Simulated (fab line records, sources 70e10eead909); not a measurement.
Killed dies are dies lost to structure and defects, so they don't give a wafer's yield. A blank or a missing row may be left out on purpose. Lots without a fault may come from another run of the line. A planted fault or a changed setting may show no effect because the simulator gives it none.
A struck lot beside a sound one | flow nand_harc | 14 steps out of a route of 1302
Sound: wafers L761.1, L761.2, L761.6. Struck: wafer L766.6. (L766.1, L766.5 of the same lot were not struck and are left out.) The cause comes at the end.
At each step with rows: each side's tool, then ch and its chambers, then its first start. Under that, the readings that differ: sound wafers | struck wafers | difference of the means | sigmas: that difference in standard deviations of wafers without a fault.
alike: readings whose means differ by less than 2 such deviations, and words and numbers that are the same on both sides. not compared: withheld readings, readings that some wafer has no value for, bounds like >300 that may hide the same value, and numbers for which the record gives no deviation and whose values overlap.
The two part at a step that has a row with sigmas, a row that says differs or no value, or rows on one side only. Numbers that don't overlap but have no deviation are shown without sigmas and don't part them. A reading that every wafer of one side lacks parts them only if that side has two wafers or more.

NHARC_A_STAIRCASE_ETCH_13: etches the open film in C4F8/O2, target depth 100 nm, time 40.5 s.
  sound on rie_diel-07 ch 1,2; struck on rie_diel-11 ch 0
  alike: oes_product_au, rf_vpp_V
  not compared: rf_hours_counter_h
then, 3 steps without rows for these wafers: NHARC_A_STAIRCASE_TRIM_14 (chemistry O2, time 211.2 s); NHARC_A_STAIRCASE_ETCH_15 (etches the open film in C4F8/O2, target depth 100 nm, time 40.5 s); NHARC_A_STAIRCASE_TRIM_16 (chemistry O2, time 211.2 s).
NHARC_A_STAIRCASE_ETCH_17: etches the open film in C4F8/O2, target depth 100 nm, time 40.5 s.
  sound on rie_diel-07 ch 0,2,3; struck on rie_diel-11 ch 0
  reading      | sound       | struck | difference | sigmas
  rf_vpp_V (V) | 888 894 893 | 903    | +11        | +2
  alike: oes_product_au
  not compared: rf_hours_counter_h
then, 1 step without rows for these wafers: NHARC_A_STAIRCASE_TRIM_18 (chemistry O2, time 211.2 s).
NHARC_A_STAIRCASE_ETCH_19: etches the open film in C4F8/O2, target depth 100 nm, time 40.5 s.
  sound on rie_diel-07 ch 0,2; struck on rie_diel-11 ch 1
  alike: oes_product_au, rf_vpp_V
  not compared: rf_hours_counter_h
then, 3 steps without rows for these wafers: NHARC_A_STAIRCASE_TRIM_20 (chemistry O2, time 211.2 s); NHARC_A_STAIRCASE_ETCH_21 (etches the open film in C4F8/O2, target depth 100 nm, time 40.5 s); NHARC_A_STAIRCASE_TRIM_22 (chemistry O2, time 211.2 s).
NHARC_A_STAIRCASE_ETCH_23: etches the open film in C4F8/O2, target depth 100 nm, time 40.5 s.
  sound on rie_diel-07 ch 0,1,3; struck on rie_diel-07 ch 0
  alike: oes_product_au, rf_vpp_V
  not compared: rf_hours_counter_h
NHARC_A_STAIRCASE_TRIM_24: chemistry O2, time 211.2 s.
  sound on rie_diel-07 ch 0,2,3, day 17 13:10; struck on rie_diel-07 ch 2, day 19 14:42
  reading          | sound             | struck | difference | sigmas
  run_length_s (s) | 232.5 233.4 232.3 | 189.5  | -43.2      | -98
  alike: drypump_motor_current_A, oes_product_au, rf_vpp_V, showerhead_plenum_p_Torr, throttle_valve_pct
  not compared: rf_hours_counter_h
NHARC_A_STAIRCASE_ETCH_25: etches the open film in C4F8/O2, target depth 100 nm, time 40.5 s.
  sound on rie_diel-07 ch 2,3; struck on rie_diel-07 ch 2
  alike: oes_product_au, rf_vpp_V
  not compared: rf_hours_counter_h
-- the record jumps here: 9 days lie between the struck wafers' starts before and after (it left off in module A_STAIRCASE and takes up again in module END, whose first step shown is number 1302 of the route) --
NHARC_END_SORT_01:
  sound on prober-01 ch 0, day 26 09:25; struck on prober-01 ch 0, day 28 09:20
  reading         | sound | struck | difference | sigmas
  killed_at_other | 0 1 0 | 3      | +3         | +2
  killed_short    | 0 2 0 | 5      | +4         | +3
  alike: killed_at_array, killed_at_periphery, killed_dies, killed_open

WHERE THEY PART
First at NHARC_A_STAIRCASE_ETCH_17; last, within this record, at NHARC_END_SORT_01.

WHY: what the simulator had put in
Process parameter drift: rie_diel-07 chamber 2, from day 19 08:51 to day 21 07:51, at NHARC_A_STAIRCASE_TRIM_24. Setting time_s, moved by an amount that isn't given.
